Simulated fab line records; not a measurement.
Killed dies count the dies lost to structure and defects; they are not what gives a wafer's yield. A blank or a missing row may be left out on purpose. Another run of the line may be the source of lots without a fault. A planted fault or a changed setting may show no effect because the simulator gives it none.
Split-lot trial    flow n5-finfet    21 wafers read across 7 lots, on a route 1938 steps long

ABOUT THE SPLIT
At N5_MOL_CONTACT_COAG_PECVD_31 (deposits SiO2 from TEOS/O2, target thk 46 nm, time 8.9 s), the setting temp-c was moved away from the recipe's 400 C on 7 of the 21 wafers read, by -2.6% to +4.2%. For the rest of the wafers, this setting stayed at what the recipe calls for.

FROM THE SPLIT TO THE READING: what the file shows between them, 4 steps
- N5_MOL_CONTACT_COAG_COAT_75: time 60 s, resist thk 60 nm
- N5_MOL_CONTACT_COAG_COAT_76: time 60 s, resist thk 10 nm
- N5_MOL_CONTACT_COAG_ETCHBACK_135: etches SiO2 in CHF3, target depth 25 nm, time 16.7 s
- N5_MOL_CONTACT_COAG_STRIP_118: strips in CHF3

THE READING
etch.depth-nm (the simulator's own value, which no gauge read), in nm, at N5_MOL_CONTACT_COAG_VIA_ETCH_46 (etches SiO2 in C4F6/O2, target depth 46 nm, overetch 9.2 nm, time 40 s). The file gives no usual value for it. Here, 14 wafers ran the recipe; their average is 45.84 nm with a standard deviation of 0.6 nm.

wafer   tool, chamber at the split  temp-c as run, C  against the recipe  etch.depth-nm, nm  against lot-mates on the recipe
L077.2  pecvd-04, 1                 400               recipe              45.39              -
L077.4  pecvd-04, 1                 407               +1.8%               44.81              -1.32
L077.6  pecvd-04, 2                 400               recipe              46.87              -
L079.1  pecvd-03, 1                 400               recipe              44.71              -
L079.3  pecvd-03, 2                 395.1             -1.2%               46.85              +2.14
L079.6  pecvd-03, 0                 395.1             -1.2%               46.51              +1.80
L081.4  pecvd-04, 1                 400               recipe              45.71              -
L081.5  pecvd-04, 1                 400               recipe              46.1               -
L081.6  pecvd-04, 2                 400               recipe              45.64              -
L083.2  pecvd-04, 2                 400               recipe              45.36              -
L083.3  pecvd-04, 2                 400               recipe              46.19              -
L083.6  pecvd-04, 1                 400               recipe              46.8               -
L086.1  pecvd-03, 1                 400               recipe              45.61              -
L086.4  pecvd-03, 0                 400               recipe              46.07              -
L086.6  pecvd-03, 2                 389.7             -2.6%               49.04              +3.20
L088.1  pecvd-04, 2                 400               recipe              46.24              -
L088.3  pecvd-04, 1                 417               +4.2%               41.71              -4.53
L088.6  pecvd-04, 1                 417               +4.2%               41.71              -4.53
L092.2  pecvd-02, 0                 400               recipe              44.96              -
L092.4  pecvd-02, 1                 413.5             +3.4%               42.56              -2.96
L092.5  pecvd-02, 2                 400               recipe              46.08              -

FIT RESULTS
A straight line over all 21 wafers: etch.depth-nm changes by -0.972 nm for each +1% of temp-c; r = -0.95; the points scatter about the line by 0.57 nm.
The same after taking each lot's own level away (the mean of its wafers on the recipe; 21 wafers): -1.08 nm for each +1%; r = -0.97; scatter 0.48 nm.
Per that fit: largest temp-c move, reading shift of 4.6 nm.
The lots' own levels span 44.710 to 46.240 nm, that is 2.6 times the standard deviation above.
In other words, the slope is changed by the lot-to-lot level; the two fits disagree.
Check: -4.41 nm against its lot-mates is what the line predicts for one of the wafers moved furthest among these (+4.2%) when that wafer is left out of the fit. It came out at -4.53 nm against them.

THE WHOLE CHAIN: every reading that the file lists as answering this split, in the file's order
step                             what it does                                                            reading                                                                                    change (the file's fit)               r (the file's)
N5_MOL_CONTACT_COAG_PECVD_31     deposits SiO2 from TEOS/O2, target thk 46 nm, time 8.9 s                SiO2_of_MOL_CONTACT_COAG_PECVD_31.thk-nm (the simulator's own value, which no gauge read)  -1.02 nm for each +1% of the setting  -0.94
N5_MOL_CONTACT_COAG_VIA_ETCH_46  etches SiO2 in C4F6/O2, target depth 46 nm, overetch 9.2 nm, time 40 s  etch.depth-nm (the simulator's own value, which no gauge read)                             -1.04 nm for each +1% of the setting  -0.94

FILE'S OWN FIT
etch.depth-nm changes by -1.04 nm for each +1% of temp-c, r = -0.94.
